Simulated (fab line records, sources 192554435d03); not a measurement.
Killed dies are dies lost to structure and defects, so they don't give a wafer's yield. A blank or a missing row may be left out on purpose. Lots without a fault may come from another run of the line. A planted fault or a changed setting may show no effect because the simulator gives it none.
Which tool did it? | flow n5_finfet | 9 lots, 26 wafers sampled, at 6 steps of a route of 1938

WHAT THE GAUGES READ, wafer by wafer
N5_HKMG_FIN_INSPECT_28: inspects for defects (darkfield).
lot  | measured    | on                | raw_defect_count
L369 | day 4 07:07 | defect_inspect-02 | 38 58 30
L371 | day 5 05:13 | defect_inspect-01 | 49 33 52
L376 | day 6 05:08 | defect_inspect-02 | 49 43 18
L378 | day 6 18:15 | defect_inspect-01 | 44 26 69
L379 | day 6 23:23 | defect_inspect-01 | 32 30 31
L380 | day 7 04:16 | defect_inspect-01 | 39 21 41
L387 | day 8 22:26 | defect_inspect-01 | 63 76 48
L389 | day 9 07:12 | defect_inspect-01 | 27 31
L392 | day 9 23:55 | defect_inspect-01 | 39 39 70

N5_MOL_CONTACT_COAG_THK_MEAS_29.
lot  | measured     | on            | MD_CAP_THK (nm)
L369 | day 4 23:58  | film_metro-02 | 17.80 17.80 17.86
L371 | day 6 00:23  | film_metro-01 | 17.96 18.05 17.94
L376 | day 6 21:21  | film_metro-01 | 18.10 18.14 18.10
L378 | day 7 09:53  | film_metro-02 | 17.88 17.79 17.80
L379 | day 7 15:44  | film_metro-01 | 18.03 17.96 17.94
L380 | day 7 20:49  | film_metro-02 | 18.03 18.06 17.87
L387 | day 9 15:18  | film_metro-02 | 17.91 18.06 27.13
L389 | day 10 00:35 | film_metro-02 | 17.99 27.11
L392 | day 10 18:15 | film_metro-02 | 17.94 17.96 17.89

WHICH TOOL RAN EACH LOT (tool, then ch and the chambers of the sampled wafers, then the start)
lot  | N5_HKMG_FIN_ETCHBACK_68          | N5_HKMG_FIN_CMP_23           | N5_GATE_CUT_SAC_CAP_01            | N5_GATE_CUT_ETCH_19
L369 | rie_metal-01 ch 0,1, day 4 05:23 | cmp-03 ch 1,2, day 4 06:29   | ald_sin-03 ch 0,1, day 4 07:46    | rie_diel-01 ch 0,1,3, day 4 11:17
L371 | rie_metal-02 ch 1, day 5 03:20   | cmp-02 ch 0,2,3, day 5 04:30 | ald_sin-02 ch 0,1,2, day 5 07:56  | rie_diel-05 ch 0,1,2, day 5 11:17
L376 | rie_metal-01 ch 0,1, day 6 03:22 | cmp-04 ch 0,1,3, day 6 04:35 | ald_sin-04 ch 2,3, day 6 05:47    | rie_diel-06 ch 1,2,3, day 6 09:08
L378 | rie_metal-01 ch 0,1, day 6 16:28 | cmp-02 ch 1,2, day 6 17:32   | ald_sin-03 ch 0,2,3, day 6 18:55  | rie_diel-05 ch 0,2,3, day 6 22:29
L379 | rie_metal-03 ch 0,1, day 6 21:38 | cmp-03 ch 0,1,3, day 6 22:46 | ald_sin-04 ch 0,2,3, day 7 00:09  | rie_diel-01 ch 0,2, day 7 03:31
L380 | rie_metal-02 ch 0,1, day 7 02:29 | cmp-03 ch 1,2, day 7 03:32   | ald_sin-03 ch 0,2, day 7 05:32    | rie_diel-06 ch 0,2,3, day 7 08:53
L387 | rie_metal-02 ch 0,1, day 8 20:40 | cmp-02 ch 1,2,3, day 8 21:44 | ald_sin-03 ch 0,1,3, day 8 23:05  | rie_diel-01 ch 0,1,3, day 9 02:34
L389 | rie_metal-03 ch 1, day 9 05:26   | cmp-02 ch 0,3, day 9 06:29   | ald_sin-03 ch 1,2, day 9 07:58    | rie_diel-06 ch 1, day 9 12:10
L392 | rie_metal-03 ch 0,1, day 9 22:09 | cmp-04 ch 1,2,3, day 9 23:17 | ald_sin-04 ch 0,2,3, day 10 00:43 | rie_diel-01 ch 1,2, day 10 04:03
- N5_HKMG_FIN_ETCHBACK_68: etches the open film in Cl2/Ar, stops on HfO2, target depth 0.5 nm.
- N5_HKMG_FIN_CMP_23: polishes, stops on SiNx, t overpolish 10 s, target thk 46.326 nm.
- N5_GATE_CUT_SAC_CAP_01: material SiNx, target thk 24 nm, pulse time 1 s, ald cycles 480.
- N5_GATE_CUT_ETCH_19: etches SiNx in CH3F/O2, target depth 53.7 nm, time 76.7 s.

WHAT THE TOOLS THEMSELVES READ (means of the sampled wafers that have a number; where no wafer has one, the mark that the record gives instead)
N5_HKMG_FIN_ETCHBACK_68.
lot  | tool         | chamber_pressure_mTorr (mTorr) | drypump_motor_current_A (A) | oes_product_au (a.u.) | throttle_valve_pct (%)
L369 | rie_metal-01 | 10.003                         | 5.5                         | 0.65                  | 20.90
L371 | rie_metal-02 | 9.997                          | 6.4                         | 0.64                  | 20.68
L376 | rie_metal-01 | 9.992                          | 5.4                         | 0.68                  | 20.82
L378 | rie_metal-01 | 9.998                          | 5.5                         | 0.65                  | 20.90
L379 | rie_metal-03 | 9.998                          | 5.5                         | 0.70                  | 21.05
L380 | rie_metal-02 | 9.986                          | 6.4                         | 0.69                  | 20.80
L387 | rie_metal-02 | 10.004                         | 6.4                         | 0.79                  | 20.81
L389 | rie_metal-03 | 9.998                          | 5.5                         | 0.76                  | 21.26
L392 | rie_metal-03 | 10.000                         | 5.6                         | 0.68                  | 21.07

N5_HKMG_FIN_CMP_23.
lot  | tool   | motor_current_A (A) | overpolish_run_s (s) | platen_rpm (rpm) | time_to_endpoint_s (s)
L369 | cmp-03 | 10.7                | 9.996                | 50.27            | 13.3
L371 | cmp-02 | 12.1                | 10.004               | 50.26            | 12.0
L376 | cmp-04 | 11.2                | 9.993                | 50.28            | 9.7
L378 | cmp-02 | 12.7                | 10.002               | 50.28            | 12.3
L379 | cmp-03 | 11.7                | 10.000               | 50.27            | 12.4
L380 | cmp-03 | 11.3                | 9.993                | 50.30            | 14.5
L387 | cmp-02 | 11.5                | 10.001               | 50.32            | 14.5
L389 | cmp-02 | 11.9                | 9.997                | 50.25            | 13.6
L392 | cmp-04 | 11.4                | 10.010               | 50.30            | 8.9

N5_GATE_CUT_SAC_CAP_01.
lot  | tool       | heater_power_w (W) | precursor_pulse_height_rel
L369 | ald_sin-03 | 818                | 0.986
L371 | ald_sin-02 | 824                | 0.999
L376 | ald_sin-04 | 962                | 0.995
L378 | ald_sin-03 | 854                | 1.001
L379 | ald_sin-04 | 987                | 1.026
L380 | ald_sin-03 | 817                | 0.988
L387 | ald_sin-03 | 837                | 1.026
L389 | ald_sin-03 | 790                | 1.021
L392 | ald_sin-04 | 1002               | 1.014

N5_GATE_CUT_ETCH_19.
lot  | tool        | chamber_pressure_mTorr (mTorr) | drypump_motor_current_A (A) | etch_rf_on_time_s (s) | oes_product_au (a.u.) | rf_vpp_V (V) | showerhead_plenum_p_Torr (Torr) | throttle_valve_pct (%)
L369 | rie_diel-01 | 30.010                         | 5.8                         | 76.5                  | 0.69                  | 299          | 2.10                            | 16.20
L371 | rie_diel-05 | 30.010                         | 5.8                         | 78.1                  | 0.62                  | 301          | 1.97                            | 16.36
L376 | rie_diel-06 | 29.986                         | 6.2                         | 77.2                  | 0.69                  | 297          | 2.03                            | 16.29
L378 | rie_diel-05 | 29.997                         | 5.6                         | 77.9                  | 0.61                  | 302          | 2.02                            | 16.54
L379 | rie_diel-01 | 30.000                         | 6.1                         | 78.1                  | 0.65                  | 292          | 1.98                            | 16.28
L380 | rie_diel-06 | 30.018                         | 5.8                         | 79.1                  | 0.62                  | 295          | 1.97                            | 16.53
L387 | rie_diel-01 | 29.982                         | 5.8                         | 70.6                  | 0.66                  | 299          | 2.09                            | 16.26
L389 | rie_diel-06 | 29.984                         | 5.8                         | 68.0                  | 0.73                  | 299          | 2.05                            | 16.34
L392 | rie_diel-01 | 29.983                         | 6.3                         | 75.8                  | 0.64                  | 301          | 2.03                            | 16.11

THE ANSWER, worked out from the rows above alone
Rule: what is usual is taken from the lots themselves. Put in order of their means at a reading, lots are off if they are a third of the lots or fewer, leave a main group of 4 or more, and stand apart from it by a gap of 3 or more times the standard deviation of the main group's means; of several such gaps the widest counts. A main group whose means are all the same, to the digits that the tables above print for the reading, isn't used. A lot without any number at a reading at which 4 lots or more have one is off too. The other lots that the step has rows for count as sound. The gauges are gone through in route order, then the tools' own readings, and for those a lot's mean is taken as printed above. The first step at which some lot is off is used, and at that step the reading that is off furthest; a lot without a number counts as furthest.
Off: L387, L389, at N5_MOL_CONTACT_COAG_THK_MEAS_29 (MD_CAP_THK). The main group: mean 17.95 nm, standard deviation 0.095.
A tool fits if, at a process step before that reading, it ran every lot that is off, and no sound lot after the first of them. The gauges at N5_MOL_CONTACT_COAG_THK_MEAS_29 aren't tried: what is off there is off at N5_GATE_CUT_ETCH_19 too, on other tools, and a gauge's error can't cause that. Can't be told from this: 2 tools fit, cmp-02 at N5_HKMG_FIN_CMP_23, ald_sin-03 at N5_GATE_CUT_SAC_CAP_01.

WHAT THE SIMULATOR HAD PUT IN
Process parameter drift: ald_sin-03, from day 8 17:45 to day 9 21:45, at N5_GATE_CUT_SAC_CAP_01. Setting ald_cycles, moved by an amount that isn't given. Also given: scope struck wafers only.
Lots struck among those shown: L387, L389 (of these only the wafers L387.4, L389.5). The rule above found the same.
